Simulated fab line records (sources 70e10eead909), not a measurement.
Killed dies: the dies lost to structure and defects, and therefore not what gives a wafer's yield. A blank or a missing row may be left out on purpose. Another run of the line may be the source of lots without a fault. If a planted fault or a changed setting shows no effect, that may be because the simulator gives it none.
Struck lot and sound lot, side by side -- flow nand_harc -- 14 out of 1302 route steps
Sound: these wafers, L349.1, L349.2, L349.3. Struck: wafer L350.2 (L350.3, L350.6, from the same lot, were not struck and are left out); the cause is given at the end.
For every step that has rows: the tool of each side, followed by ch and its chambers, followed by its first start. Under that, the readings that differ: sound wafers -- struck wafers -- difference of the means -- sigmas: that difference in standard deviations of wafers without a fault.
alike: words and numbers the same on both sides, and readings whose means are apart by under 2 such deviations; not compared: readings that were withheld, readings missing a value for some wafer, numbers with overlapping values and no deviation given by the record, and bounds like >300 which may hide the same value.
The two part at a step that has a row with sigmas, a row that says differs or no value, or rows on one side only. Numbers that don't overlap but have no deviation are shown without sigmas and don't part them. Lack of a reading on every wafer of one side parts them only where that side has two or more wafers.

first, 7 steps without rows for these wafers: NHARC_A_STAIRCASE_COAT_262; NHARC_A_STAIRCASE_SOFTBAKE_263 (time 170 s); NHARC_A_STAIRCASE_EBR_264; NHARC_A_STAIRCASE_EXPOSE_265 (exposes mask CHOP 200); NHARC_A_STAIRCASE_PEB_266 (peb time 130 s); NHARC_A_STAIRCASE_DEVELOP_267 (time 140 s); NHARC_A_STAIRCASE_HARDBAKE_269 (time 140 s).
NHARC_A_STAIRCASE_DESCUM_270: chemistry O2, time 3 s.
  sound on rie_diel-04 ch 0,1,2, day 18 21:32; struck on rie_diel-13 ch 2, day 20 04:11
reading,sound,struck,difference,sigmas
rf_hours_counter_h (h),21 26 24,30,+6,
throttle_valve_pct (%),11.314 11.320 11.331,11.302,-0.020,-2
  alike: drypump_motor_current_A, oes_product_au, rf_vpp_V, showerhead_plenum_p_Torr
NHARC_A_STAIRCASE_ETCH_271: etches the open film in CF4/CHF3.
  sound on rie_diel-04 ch 0,1,3, day 18 21:38; struck on rie_diel-13 ch 2, day 20 04:17
reading,sound,struck,difference,sigmas
rf_hours_counter_h (h),24 20 26,30,+7,
throttle_valve_pct (%),16.793 16.781 16.800,16.810,+0.019,+2
  alike: chf3_flow_sccm, drypump_motor_current_A, oes_product_au, rf_vpp_V, showerhead_plenum_p_Torr
NHARC_A_STAIRCASE_HM_OPEN_457: chemistry O2/COS.
  sound: rie_diel-04 ch 0,1,3; struck: rie_diel-13 ch 2
reading,sound,struck,difference,sigmas
rf_hours_counter_h (h),24 27 20,30,+6,
  alike: drypump_motor_current_A, oes_product_au, rf_vpp_V, showerhead_plenum_p_Torr, throttle_valve_pct
then, 1 step without rows for these wafers: NHARC_A_STAIRCASE_STRIP_458 (strips in O2/COS).
NHARC_A_STAIRCASE_ETCH_451: etches the open film in CF4/O2, target depth 30 nm, overetch 3 nm, time 16.5 s.
  sound on rie_diel-04 ch 0,2,3, day 18 22:05; struck on rie_diel-13 ch 0, day 20 04:44
reading,sound,struck,difference,sigmas
rf_hours_counter_h (h),24 20 21,33,+11,
run_length_s (s),38.1 37.6 37.1,35.7,-1.9,-5
  alike: drypump_motor_current_A, oes_product_au, rf_vpp_V, showerhead_plenum_p_Torr, throttle_valve_pct
NHARC_A_STAIRCASE_ETCH_273: etches the open film in C4F8/O2/Ar, target depth 10200 nm, time 2468.6 s.
  sound: rie_diel-04 ch 0,2,3; struck: rie_diel-13 ch 1
reading,sound,struck,difference,sigmas
oes_product_au (a.u.),0.959 0.956 0.951,0.927,-0.028,-2
rf_hours_counter_h (h),24 22 21,33,+11,
  alike: rf_vpp_V, run_length_s
-- the record jumps here: 8 days lie between the struck wafers' starts before and after (it left off in module A_STAIRCASE and takes up again in module END, whose first step shown is number 1302 of the route) --
NHARC_END_SORT_01:
  the record has rows for the struck wafers here (prober-01 ch 0, day 27 22:22) and none for the sound ones

== WHERE THEY PART ==
Earliest at NHARC_A_STAIRCASE_DESCUM_270; latest, in this record, at NHARC_END_SORT_01.

WHY: what the simulator had put in
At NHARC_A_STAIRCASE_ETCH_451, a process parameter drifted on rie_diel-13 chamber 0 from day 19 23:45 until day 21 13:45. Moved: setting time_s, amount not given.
